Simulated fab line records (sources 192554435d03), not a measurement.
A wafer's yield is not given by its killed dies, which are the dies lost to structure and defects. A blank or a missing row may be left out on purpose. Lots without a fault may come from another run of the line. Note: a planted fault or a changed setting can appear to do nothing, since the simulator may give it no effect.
fab line records	flow n5_finfet
record: lots: 7	wafers: 21
route steps=1938 shown BEOL_M7@1270 BEOL_M8@1370 BEOL_M9@1419 BEOL_M10@1480
start_h: hours from the record's first day to the start of the lot's first wafer shown	wait_h: how many hours have passed since the lot's step before this one	" same as the row above	L1.1+2: several wafers, shown together as one row	- value missing, or start not given	* or withheld: withheld	< > ~ a bound
route shown NAME@n: NAME is a module with steps in the file, n the number in the route of the first one	usual: mean/standard deviation taken from wafers without a fault	same: alike in all rows	chamber/n: place in a boat	sites: the reading at each site	_std_site: the values' standard deviation	_edge_site: the outer-site mean with the inner-site mean subtracted	radius_mm: how far each site lies from the wafer's centre	mask NAME#n: copy n	behind: tool/chamber where the wafer was last shaped	hold: what put the lot on hold/how long, in hours/how the hold closed	device: the transistor (n, p or np) that didn't switch	end of line: tests run on the same wafers once the route is complete	a step given without rows: its recipe and nothing more	killed: at the first sort, the dies lost to defects and structure; wafer yield is something else	map: the dies of a wafer, with x for killed, . for not killed, _ for no die there
set.NAME: the setting as run; set.NAME@STEP: as run at that earlier step	model.NAME: the simulator's own value behind a step, which no gauge read
lots where settings were altered on purpose, with a table for each step and a row for each wafer
== steps ==
step: N5_BEOL_M7_COAT_05
recipe: resist: CAR-ArF	spin_rpm: 1500	resist_thk_nm: 90
lot.wafer	tool	chamber	start_h	wait_h	set.spin_rpm	model.CAR-ArF_of_BEOL_M7_COAT_05.thk_nm
L079.1+4+5	litho_track-01	0	-	-	1500	89.8
L081.2	litho_track-04	0	-	-	1383	93.6
L081.3	"	0	"	"	1500	89.8
L081.6	"	0	"	"	1500	90
L083.1	litho_track-01	0	-	-	1500	89.6
L083.3+5	"	0	"	"	1500	89.4
L090.1	litho_track-04	0	-	-	1582	87.8
L090.5	"	0	"	"	1500	90
L090.6	"	0	"	"	1582	87.4
L091.1	litho_track-04	0	-	-	1500	89.8
L091.2	"	0	"	"	1500	90
L091.5	"	0	"	"	1500	89.6
L086.3+5	litho_track-01	0	-	-	1500	89.6
L086.6	"	0	"	"	1500	89.8
L092.4	litho_track-03	0	-	-	1500	90.2
L092.5	"	0	"	"	1500	90
L092.6	"	0	"	"	1500	90.4
step: N5_BEOL_M7_EBR_07
recipe: solvent: PGMEA	ebr_width_mm: 1.5
step: N5_BEOL_M7_SOFTBAKE_06
recipe: temp_c: 110	time_s: 60	resist: CAR-ArF
step: N5_BEOL_M7_EXPOSE_08
recipe: mask_id: M7	na: 1.35	source_shape: dipole	sigma_inner: 0.817	sigma_outer: 0.97	polarization: te	dose_mj: 68.25
step: N5_BEOL_M7_PEB_09
recipe: peb_temp_c: withheld	peb_time_s: 60	resist: CAR-ArF
step: N5_BEOL_M7_DEVELOP_10
recipe: develop_time_s: 30	developer: TMAH	resist: CAR-ArF	rinse_liquid: diw	dry: air_spin	dev_temp_c: 23
lot.wafer	tool	chamber	start_h	wait_h	set.spin_rpm@BEOL_M7_COAT_05	model.CAR-ArF_of_BEOL_M7_COAT_05.thk_nm
L079.1	litho_track-03	0	-	-	1500	88
L079.4+5	"	0	"	"	1500	88.2
L081.2	litho_track-03	0	-	-	1383	92
L081.3+6	"	0	"	"	1500	88.2
L083.1+3	litho_track-03	0	-	-	1500	87.8
L083.5	"	0	"	"	1500	87.6
L090.1	litho_track-04	0	-	-	1582	86
L090.5	"	0	"	"	1500	88.2
L090.6	"	0	"	"	1582	85.6
L091.1	litho_track-04	0	-	-	1500	88
L091.2	"	0	"	"	1500	88.2
L091.5	"	0	"	"	1500	87.8
L086.3+6	litho_track-01	0	-	-	1500	88
L086.5	"	0	"	"	1500	87.8
L092.4	litho_track-04	0	-	-	1500	88.4
L092.5	"	0	"	"	1500	88.2
L092.6	"	0	"	"	1500	88.6
step: N5_BEOL_M7_DESCUM_16
recipe: chemistry: O2	time_s: 7.9	source_power_w: 50	bias_power_w: 20	pressure_mtorr: 20	rf_frequency_hz: 2.712e+07	temp_c: 40	resist: CAR-ArF	o2_flow_sccm: 225
step: N5_BEOL_M7_ETCH_61
recipe: chemistry: CF4	target: SiARC	target_depth_a: 455	mask_material: CAR-ArF	time_s: 75.8	ion_energy_ev: 80	pressure_mtorr: 40	source_w: 545	bias_w: 36	Ar_flow_sccm: 100	cf4_flow_sccm: 100	ends: cleared
step: N5_BEOL_M7_ETCH_62
recipe: chemistry: N2/H2	target: SOC	target_depth_a: 1100	overetch_a: 220	mask_material: SiARC	temp_c: 40	time_s: 165	ion_energy_ev: 200	pressure_mtorr: 30	source_w: 840	bias_w: 150	n2_flow_sccm: 200	h2_flow_sccm: 200
lot.wafer	tool	chamber	start_h	wait_h	set.spin_rpm@BEOL_M7_COAT_59	model.etch.depth_nm
L079.1	rie_diel-04	1	285.96	0.0	1500	100.7
L079.4	"	0	"	"	1332	106.8
L079.5	"	2	"	"	1332	106.9
L081.2	rie_diel-06	1	302.74	0.0	1500	101.1
L081.3	"	3	"	"	1633	96.55
L081.6	"	0	"	"	1500	100.8
L083.1	rie_diel-06	1	330.10	0.0	1616	96.63
L083.3	"	3	"	"	1616	96.44
L083.5	"	2	"	"	1500	100.2
L090.1	rie_diel-04	0	364.53	0.0	1500	100.8
L090.5	"	2	"	"	1448	102.8
L090.6	"	3	"	"	1448	102.4
L091.1	rie_diel-04	0	368.57	0.0	1592	97.51
L091.2	"	3	"	"	1592	97.36
L091.5	"	1	"	"	1500	100.6
L086.3	rie_diel-06	3	375.61	0.0	1500	99.93
L086.5	"	3	"	"	1569	97.54
L086.6	"	2	"	"	1569	97.62
L092.4+5	rie_diel-04	2,1	389.82	0.0	1500	100.7
L092.6	"	0	"	"	1500	100.5
step: N5_BEOL_M7_STRIP_68
recipe: chemistry: N2/H2	temp_c: 40	n2_flow_sccm: 200	h2_flow_sccm: 200	rf_frequency_hz: 6e+07
step: N5_BEOL_M7_STRIP_67
recipe: chemistry: CF4	resist: SiARC	power_w: 300	bias_power_w: 75	pressure_mtorr: 50	cf4_flow_sccm: 150	rf_frequency_hz: 6e+07
step: N5_BEOL_M7_HM_OPEN_17
recipe: chemistry: Cl2/BCl3	target_depth_a: 200	overetch_a: 60	target: TiN	mask_material: SOC	ion_energy_ev: 150	pressure_mtorr: 10	icp_w: 1000	bias_w: 126	Cl2_flow_sccm: 53.25	bcl3_flow_sccm: 21.75	Ar_flow_sccm: 25
lot.wafer	tool	chamber	start_h	wait_h	set.spin_rpm@BEOL_M7_COAT_59	model.SOC_of_BEOL_M7_COAT_59.thk_nm
L079.1	rie_metal-01	0	286.14	0.0	1500	93
L079.4	"	1	"	"	1332	98.8
L079.5	"	0	"	"	1332	99
L081.2	rie_metal-01	0	302.92	0.0	1500	93.2
L081.3	"	0	"	"	1633	88.8
L081.6	"	0	"	"	1500	93
L083.1	rie_metal-01	1	330.28	0.0	1616	88.6
L083.3	"	0	"	"	1616	88.8
L083.5	"	1	"	"	1500	92.2
L090.1	rie_metal-01	1	364.72	0.0	1500	92.8
L090.5	"	0	"	"	1448	95
L090.6	"	1	"	"	1448	94.4
L091.1	rie_metal-01	0	368.76	0.0	1592	89.8
L091.2	"	1	"	"	1592	89.4
L091.5	"	0	"	"	1500	92.8
L086.3	rie_metal-01	1	375.83	0.1	1500	92
L086.5	"	1	"	"	1569	89.6
L086.6	"	0	"	"	1569	89.8
L092.4	rie_metal-01	1	390.03	0.1	1500	92.6
L092.5+6	"	1,0	"	"	1500	92.8
step: N5_BEOL_M8_ETCH_65
recipe: chemistry: CF4	target: SiARC	target_depth_a: 156	mask_material: CAR-EUV	time_s: 26	ion_energy_ev: 80	pressure_mtorr: 40	source_w: 545	bias_w: 36	Ar_flow_sccm: 100	cf4_flow_sccm: 100	ends: cleared
usual: rf_vpp_V: 184.3/1.2
lot.wafer	tool	chamber	start_h	wait_h	set.source_w	rf_vpp_V
L079.1	rie_diel-02	0	294.29	0.0	545	184.9
L079.4	"	2	"	"	545	183.1
L079.5	"	1	"	"	545	183.1
L081.2	rie_diel-02	1	314.20	0.0	500.2	189.8
L081.3	"	3	"	"	545	184.5
L081.6	"	0	"	"	500.2	190.7
L083.1	rie_diel-05	1	337.79	0.0	545	184.4
L083.3	"	0	"	"	545	184.8
L083.5	"	2	"	"	640.8	175.0
L090.1	rie_diel-03	0	378.53	0.0	545	183.8
L090.5	"	3	"	"	545	184.9
L090.6	"	0	"	"	545	181.9
L091.1	rie_diel-02	0	378.83	0.0	545	185.9
L091.2	"	3	"	"	545	184.7
L091.5	"	3	"	"	545	184.6
L086.3	rie_diel-05	1	388.37	0.0	496.3	189.8
L086.5	"	3	"	"	496.3	189.8
L086.6	"	2	"	"	545	184.0
L092.4	rie_diel-05	2	398.78	0.0	545	186.0
L092.5	"	1	"	"	545	183.3
L092.6	"	0	"	"	545	185.4
step: N5_BEOL_M8_TRENCH_ETCH_37
recipe: chemistry: C4F6/O2	target_depth_a: 934.78	target: SiCOH_lowk	time_s: 31.2	ion_energy_ev: 250	pressure_mtorr: 30	source_w: 345	bias_w: 185	Ar_flow_sccm: 300	C4F6_flow_sccm: 10	O2_flow_sccm: 10
usual: rf_vpp_V: 665/12
lot.wafer	tool	chamber	start_h	wait_h	set.bias_w	rf_vpp_V
L079.1	rie_diel-02	0	-	-	185	673
L079.4	"	2	"	"	185	682
L079.5	"	1	"	"	185	657
L081.2	rie_diel-02	1	-	-	185	656
L081.3	"	3	"	"	176.2	639
L081.6	"	0	"	"	176.2	647
L083.1	rie_diel-05	1	-	-	198.7	696
L083.3	"	0	"	"	185	666
L083.5	"	2	"	"	185	659
L090.1	rie_diel-03	0	-	-	197.4	739
L090.5	"	3	"	"	185	682
L090.6	"	0	"	"	185	702
L091.1	rie_diel-02	0	-	-	185	673
L091.2	"	3	"	"	185	664
L091.5	"	3	"	"	185	665
L086.3	rie_diel-05	1	-	-	185	658
L086.5	"	3	"	"	208.3	717
L086.6	"	2	"	"	185	658
L092.4	rie_diel-05	2	-	-	185	660
L092.5	"	1	"	"	185	655
L092.6	"	0	"	"	185	667
step: N5_BEOL_M9_ETCH_62
recipe: chemistry: N2/H2	target: SOC	target_depth_a: 1100	overetch_a: 220	mask_material: SiARC	temp_c: 40	time_s: 165	ion_energy_ev: 200	pressure_mtorr: 30	source_w: 840	bias_w: 150	n2_flow_sccm: 200	h2_flow_sccm: 200
lot.wafer	tool	chamber	start_h	wait_h	set.time_s	model.SiARC_of_BEOL_M9_COAT_60.thk_nm
L079.1	rie_diel-04	1	299.33	0.0	136.3	25
L079.4	"	2	"	"	165	23.8
L079.5	"	3	"	"	165	23.4
L081.2+6	rie_diel-01	1,3	319.58	0.0	190.9	22.6
L081.3	"	3	"	"	165	23.6
L083.1	rie_diel-01	0	343.28	0.0	165	23
L083.3	"	3	"	"	165	23.4
L083.5	"	2	"	"	165	23.2
L090.1	rie_diel-01	2	385.45	0.0	165	23.6
L090.5	"	3	"	"	137.6	25
L090.6	"	2	"	"	137.6	24.6
L091.1	rie_diel-06	0	385.65	0.0	189.3	22.8
L091.2	"	1	"	"	165	23.6
L091.5	"	1	"	"	189.3	22.6
L086.3	rie_diel-04	0	392.65	0.0	133.6	25
L086.5	"	3	"	"	133.6	24.4
L086.6	"	0	"	"	165	23.8
L092.4	rie_diel-06	0	405.10	0.0	165	23.6
L092.5	"	2	"	"	165	23.2
L092.6	"	1	"	"	165	23.4
step: N5_BEOL_M9_COAT_22
recipe: resist: CAR-EUV	spin_rpm: 1500	resist_thk_nm: 30
lot.wafer	tool	chamber	start_h	wait_h	set.spin_rpm	model.CAR-EUV_of_BEOL_M9_COAT_22.thk_nm
L079.1+4	litho_track-04	0	-	-	1500	30
L079.5	"	0	"	"	1604	29
L081.2+3	litho_track-04	0	-	-	1500	30
L081.6	"	0	"	"	1452	30.6
L083.1	litho_track-04	0	-	-	1435	30.8
L083.3	"	0	"	"	1500	30
L083.5	"	0	"	"	1435	30.6
L090.1+5+6	litho_track-03	0	-	-	1500	30.2
L091.1+2+5	litho_track-04	0	-	-	1500	30.2
L086.3	litho_track-04	0	-	-	1382	31.4
L086.5+6	"	0	"	"	1500	30.2
L092.4+5	litho_track-04	0	-	-	1500	30
L092.6	"	0	"	"	1500	29.8
step: N5_BEOL_M9_EBR_24
recipe: solvent: PGMEA	ebr_width_mm: 1.5
step: N5_BEOL_M9_SOFTBAKE_23
recipe: temp_c: 110	time_s: 60	resist: CAR-EUV
step: N5_BEOL_M9_DESCUM_33
recipe: chemistry: O2	time_s: 7	source_power_w: 50	bias_power_w: 20	pressure_mtorr: 20	rf_frequency_hz: 2.712e+07	temp_c: 40	resist: CAR-EUV	o2_flow_sccm: 225
step: N5_BEOL_M9_ETCH_76
recipe: chemistry: N2/H2	target: underlayer	target_depth_a: 65	mask_material: CAR-EUV	time_s: 5.2	ion_energy_ev: 200	pressure_mtorr: 30	source_w: 840	bias_w: 150	n2_flow_sccm: 200	h2_flow_sccm: 200	ends: cleared
lot.wafer	tool	chamber	start_h	wait_h	set.spin_rpm@BEOL_M9_COAT_22	model.CAR-EUV_of_BEOL_M9_COAT_22.thk_nm
L079.1+4	rie_diel-06	1,2	301.22	0.0	1500	20.4
L079.5	"	0	"	"	1604	19.4
L081.2+3	rie_diel-04	2,1	321.01	0.0	1500	20.4
L081.6	"	3	"	"	1452	20.8
L083.1+5	rie_diel-06	1	345.29	0.0	1435	21
L083.3	"	0	"	"	1500	20.4
L090.1+6	rie_diel-06	2,1	388.29	0.0	1500	20.4
L090.5	"	2	"	"	1500	20.6
L091.1+2+5	rie_diel-04	1,2,0	388.51	0.0	1500	20.4
L086.3	rie_diel-04	3	395.74	0.0	1382	21.8
L086.5+6	"	1,0	"	"	1500	20.4
L092.4+6	rie_diel-06	2,3	409.47	0.0	1500	20.2
L092.5	"	2	"	"	1500	20.4
step: N5_BEOL_M10_EXPOSE_08
recipe: mask_id: M10	na: 1.35	source_shape: dipole	sigma_inner: 0.411	sigma_outer: 0.611	polarization: te	dose_mj: 53.75
lot.wafer	tool	chamber	start_h	wait_h	mask	set.dose_mj
L079.1+4+5	arfi_scanner-03	0	305.69	-	M10#0	53.75
L081.2+3+6	arfi_scanner-01	0	330.70	-	M10#0	53.75
L083.1+3	arfi_scanner-03	0	351.29	-	M10#0	53.75
L083.5	"	0	"	"	M10#0	57.07
L090.1+5	arfi_scanner-01	0	392.37	-	M10#0	53.75
L090.6	"	0	"	"	M10#0	50.66
L091.1+2+5	arfi_scanner-03	0	392.75	-	M10#0	53.75
L086.3+6	arfi_scanner-01	0	401.87	-	M10#0	53.75
L086.5	"	0	"	"	M10#0	51.29
L092.4+5+6	arfi_scanner-02	0	414.45	-	M10#0	53.75
step: N5_BEOL_M10_PEB_09
recipe: peb_temp_c: withheld	peb_time_s: 60	resist: CAR-ArF
step: N5_BEOL_M10_DEVELOP_10
recipe: develop_time_s: 30	developer: TMAH	resist: CAR-ArF	rinse_liquid: diw	dry: air_spin	dev_temp_c: 23
step: N5_BEOL_M10_CD_MEAS_11
recipe: target_cd_nm: 64.1	landing_energy_ev: 500	detector: se_inlens	polarity: opening
usual: cd_nm: 64.2/0.62
lot.wafer	tool	chamber	start_h	wait_h	set.dose_mj@BEOL_M10_EXPOSE_08	cd_nm
L079.1	cd_sem-02	0	305.82	-	53.75	64.5
L079.4	"	0	"	"	53.75	63.8
L079.5	"	0	"	"	53.75	64.2
L081.2	cd_sem-03	0	330.82	-	53.75	63.6
L081.3	"	0	"	"	53.75	63.8
L081.6	"	0	"	"	53.75	64.1
L083.1	cd_sem-03	0	351.42	-	53.75	64.8
L083.3	"	0	"	"	53.75	64.1
L083.5	"	0	"	"	57.07	67.7
L090.1	cd_sem-03	0	392.49	-	53.75	64.2
L090.5	"	0	"	"	53.75	63.5
L090.6	"	0	"	"	50.66	61.0
L091.1	cd_sem-01	0	392.88	-	53.75	64.3
L091.2	"	0	"	"	53.75	63.9
L091.5	"	0	"	"	53.75	63.9
L086.3	cd_sem-03	0	401.99	-	53.75	63.9
L086.5	"	0	"	"	51.29	62.4
L086.6	"	0	"	"	53.75	64.4
L092.4	cd_sem-02	0	414.56	-	53.75	64.6
L092.5	"	0	"	"	53.75	64.5
L092.6	"	0	"	"	53.75	64.4
step: N5_BEOL_M10_DESCUM_16
recipe: chemistry: O2	time_s: 7.9	source_power_w: 50	bias_power_w: 20	pressure_mtorr: 20	rf_frequency_hz: 2.712e+07	temp_c: 40	resist: CAR-ArF	o2_flow_sccm: 225
step: N5_BEOL_M10_ETCH_61
recipe: chemistry: CF4	target: SiARC	target_depth_a: 390	mask_material: CAR-ArF	time_s: 65	ion_energy_ev: 80	pressure_mtorr: 40	source_w: 545	bias_w: 36	Ar_flow_sccm: 100	cf4_flow_sccm: 100	ends: cleared
lot.wafer	tool	chamber	start_h	wait_h	set.dose_mj@BEOL_M10_EXPOSE_08	model.BEOL_M10.cd_offset_nm
L079.1	rie_diel-02	1	306.15	0.0	53.75	0.2
L079.4	"	2	"	"	53.75	-0.2
L079.5	"	1	"	"	53.75	-0.6
L081.2+3	rie_diel-03	2,3	331.15	0.0	53.75	-0.4
L081.6	"	1	"	"	53.75	0
L083.1	rie_diel-03	1	351.59	0.0	53.75	0.8
L083.3	"	3	"	"	53.75	0
L083.5	"	3	"	"	57.07	3.8
L090.1	rie_diel-02	3	392.73	0.0	53.75	0.4
L090.5	"	0	"	"	53.75	-1
L090.6	"	3	"	"	50.66	-2.8
L091.1	rie_diel-03	3	393.25	0.0	53.75	0.2
L091.2+5	"	0,1	"	"	53.75	-0.2
L086.3	rie_diel-03	3	402.51	0.0	53.75	-0.2
L086.5	"	0	"	"	51.29	-2
L086.6	"	3	"	"	53.75	0.2
L092.4	rie_diel-02	3	415.02	0.0	53.75	0.6
L092.5	"	0	"	"	53.75	-0.2
L092.6	"	2	"	"	53.75	0.8
step: N5_BEOL_M10_ETCH_62
recipe: chemistry: N2/H2	target: SOC	target_depth_a: 1100	overetch_a: 220	mask_material: SiARC	temp_c: 40	time_s: 165	ion_energy_ev: 200	pressure_mtorr: 30	source_w: 840	bias_w: 150	n2_flow_sccm: 200	h2_flow_sccm: 200
lot.wafer	tool	chamber	start_h	wait_h	set.time_s	set.dose_mj@BEOL_M10_EXPOSE_08	model.BEOL_M10.cd_offset_nm	model.SiARC_of_BEOL_M10_COAT_60.thk_nm
L079.1	rie_diel-02	1	306.20	0.0	135.8	53.75	0	24.8
L079.4	"	2	"	"	135.8	53.75	-0.6	24.4
L079.5	"	1	"	"	165	53.75	-0.4	23.6
L081.2	rie_diel-03	2	331.20	0.0	165	53.75	-0.6	23.4
L081.3	"	3	"	"	165	53.75	-0.2	23.2
L081.6	"	1	"	"	155.7	53.75	0	23.8
L083.1	rie_diel-03	1	351.64	0.0	165	53.75	1	23.4
L083.3	"	3	"	"	165	53.75	0	23.2
L083.5	"	3	"	"	165	57.07	3.8	23.2
L090.1	rie_diel-02	3	392.78	0.0	165	53.75	0.2	23.2
L090.5	"	0	"	"	165	53.75	-0.6	23.6
L090.6	"	3	"	"	139.7	50.66	-3.2	24.4
L091.1	rie_diel-03	3	393.30	0.0	165	53.75	0.2	23.2
L091.2	"	0	"	"	186.6	53.75	0.6	22.6
L091.5	"	1	"	"	165	53.75	0	23.4
L086.3	rie_diel-03	3	402.56	0.0	165	53.75	-0.4	23.2
L086.5	"	0	"	"	165	51.29	-2.2	23.4
L086.6	"	3	"	"	165	53.75	-0.2	23.2
L092.4	rie_diel-02	3	415.11	0.1	165	53.75	0.6	23.2
L092.5	"	0	"	"	165	53.75	0.2	23.6
L092.6	"	2	"	"	165	53.75	0.6	23.4
step: N5_BEOL_M10_STRIP_68
recipe: chemistry: N2/H2	temp_c: 40	n2_flow_sccm: 200	h2_flow_sccm: 200	rf_frequency_hz: 6e+07
step: N5_BEOL_M10_STRIP_67
recipe: chemistry: CF4	resist: SiARC	power_w: 300	bias_power_w: 75	pressure_mtorr: 50	cf4_flow_sccm: 150	rf_frequency_hz: 6e+07
step: N5_BEOL_M10_HM_OPEN_17
recipe: chemistry: Cl2/BCl3	target_depth_a: 200	overetch_a: 60	target: TiN	mask_material: SOC	ion_energy_ev: 150	pressure_mtorr: 10	icp_w: 1000	bias_w: 126	Cl2_flow_sccm: 53.25	bcl3_flow_sccm: 21.75	Ar_flow_sccm: 25
step: N5_BEOL_M10_STRIP_19
recipe: chemistry: O2	power_w: 400	temp_c: 40	pressure_mtorr: 30	rf_frequency_hz: 6e+07	bias_power_w: 0	overash_fraction: 0.2	o2_flow_sccm: 225
step: N5_BEOL_M10_CD_MEAS_18
recipe: pitch_nm: 140	target_cd_nm: 70
usual: cd_nm: 70.0/0.64
lot.wafer	tool	chamber	start_h	wait_h	set.dose_mj@BEOL_M10_EXPOSE_08	cd_nm
L079.1	cd_sem-01	-	306.59	0.0	53.75	70.1
L079.4	"	-	"	"	53.75	69.1
L079.5	"	-	"	"	53.75	69.7
L081.2	cd_sem-01	-	331.59	0.1	53.75	69.3
L081.3	"	-	"	"	53.75	70.0
L081.6	"	-	"	"	53.75	70.1
L083.1	cd_sem-03	-	352.01	0.0	53.75	70.5
L083.3	"	-	"	"	53.75	69.7
L083.5	"	-	"	"	57.07	73.6
L090.1	cd_sem-03	-	393.18	0.0	53.75	70.2
L090.5	"	-	"	"	53.75	68.9
L090.6	"	-	"	"	50.66	66.8
L091.1	cd_sem-03	-	393.67	0.0	53.75	69.9
L091.2	"	-	"	"	53.75	70.7
L091.5	"	-	"	"	53.75	69.7
L086.3	cd_sem-01	-	403.13	0.1	53.75	69.3
L086.5	"	-	"	"	51.29	67.8
L086.6	"	-	"	"	53.75	69.7
L092.4	cd_sem-02	-	415.42	0.1	53.75	70.5
L092.5	"	-	"	"	53.75	69.8
L092.6	"	-	"	"	53.75	70.4
step: N5_BEOL_M10_VIA_ETCH_34
recipe: chemistry: C4F6/O2	target: SiCOH_lowk	target_depth_a: 1845	mask_material: SOC	taper_deg: 4	time_s: 69.2	ion_energy_ev: 250	pressure_mtorr: 30	source_w: 345	bias_w: 185	Ar_flow_sccm: 300	C4F6_flow_sccm: 10	O2_flow_sccm: 10
lot.wafer	tool	chamber	start_h	wait_h	set.time_s	model.etch.depth_nm	model.SOC_of_BEOL_M10_COAT_63.thk_nm
L079.1	rie_diel-05	3	307.73	0.0	60.21	158.3	93.2
L079.4	"	2	"	"	69.2	185.2	92.2
L079.5	"	3	"	"	69.2	181.9	92.4
L081.2	rie_diel-03	3	333.52	0.0	69.2	187.9	91.6
L081.3	"	2	"	"	69.2	184.7	91.4
L081.6	"	0	"	"	77	206	90.8
L083.1	rie_diel-05	0	356.17	0.0	69.2	189.4	91.8
L083.3	"	1	"	"	69.2	183.7	92.2
L083.5	"	1	"	"	56.89	150.5	93.6
L090.1	rie_diel-02	3	396.04	0.0	69.2	183.9	92.2
L090.5	"	0	"	"	84.59	217.2	90.8
L090.6	"	3	"	"	84.59	223.8	90.4
L091.1	rie_diel-05	2	396.35	0.0	69.2	182.3	92.4
L091.2	"	0	"	"	54.42	148.7	93.4
L091.5	"	0	"	"	54.42	148.2	93.6
L086.3	rie_diel-02	1	404.90	0.0	69.2	181.8	91.2
L086.5	"	0	"	"	69.2	177.2	92
L086.6	"	3	"	"	78.18	207.8	90
L092.4	rie_diel-05	0	418.45	0.0	69.2	189.8	92
L092.5	"	3	"	"	69.2	183.7	92.4
L092.6	"	2	"	"	69.2	180.9	92.2
== key ==
split: step: N5_BEOL_M7_COAT_05	setting: spin_rpm	stated: 1500	by: wafer
response: step: N5_BEOL_M7_COAT_05	reading: model.CAR-ArF_of_BEOL_M7_COAT_05.thk_nm	change: -0.463	per: 1%	r: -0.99
response: step: N5_BEOL_M7_DEVELOP_10	reading: model.CAR-ArF_of_BEOL_M7_COAT_05.thk_nm	change: -0.471	per: 1%	r: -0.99
split: step: N5_BEOL_M8_ETCH_65	setting: source_w	stated: 545	by: wafer
response: step: N5_BEOL_M8_ETCH_65	reading: rf_vpp_V	change: -0.588	per: 1%	r: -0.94
split: step: N5_BEOL_M8_TRENCH_ETCH_37	setting: bias_w	stated: 185	by: wafer
response: step: N5_BEOL_M8_TRENCH_ETCH_37	reading: rf_vpp_V	change: +4.84	per: 1%	r: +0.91
split: step: N5_BEOL_M9_ETCH_62	setting: time_s	stated: 165	by: wafer
response: step: N5_BEOL_M9_ETCH_62	reading: model.SiARC_of_BEOL_M9_COAT_60.thk_nm	change: -0.0644	per: 1%	r: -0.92
split: step: N5_BEOL_M9_COAT_22	setting: spin_rpm	stated: 1500	by: wafer
response: step: N5_BEOL_M9_COAT_22	reading: model.CAR-EUV_of_BEOL_M9_COAT_22.thk_nm	change: -0.153	per: 1%	r: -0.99
response: step: N5_BEOL_M9_ETCH_76	reading: model.CAR-EUV_of_BEOL_M9_COAT_22.thk_nm	change: -0.157	per: 1%	r: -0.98
split: step: N5_BEOL_M10_EXPOSE_08	setting: dose_mj	stated: 53.75	by: wafer
response: step: N5_BEOL_M10_CD_MEAS_11	reading: cd_nm	change: +0.48	per: 1%	r: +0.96
response: step: N5_BEOL_M10_ETCH_61	reading: model.BEOL_M10.cd_offset_nm	change: +0.483	per: 1%	r: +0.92
response: step: N5_BEOL_M10_ETCH_62	reading: model.BEOL_M10.cd_offset_nm	change: +0.503	per: 1%	r: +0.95
response: step: N5_BEOL_M10_CD_MEAS_18	reading: cd_nm	change: +0.492	per: 1%	r: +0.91
split: step: N5_BEOL_M10_ETCH_62	setting: time_s	stated: 165	by: wafer
response: step: N5_BEOL_M10_ETCH_62	reading: model.SiARC_of_BEOL_M10_COAT_60.thk_nm	change: -0.0599	per: 1%	r: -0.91
split: step: N5_BEOL_M10_VIA_ETCH_34	setting: time_s	stated: 69.2	by: wafer
response: step: N5_BEOL_M10_VIA_ETCH_34	reading: model.etch.depth_nm	change: +1.79	per: 1%	r: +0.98
response: step: N5_BEOL_M10_VIA_ETCH_34	reading: model.SOC_of_BEOL_M10_COAT_63.thk_nm	change: -0.0739	per: 1%	r: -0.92
split outside_this_file step=N5_BEOL_M7_COAT_59 setting=spin_rpm
split outside_this_file: this setting was split too, and the file shows its column; the key of that split is in another file
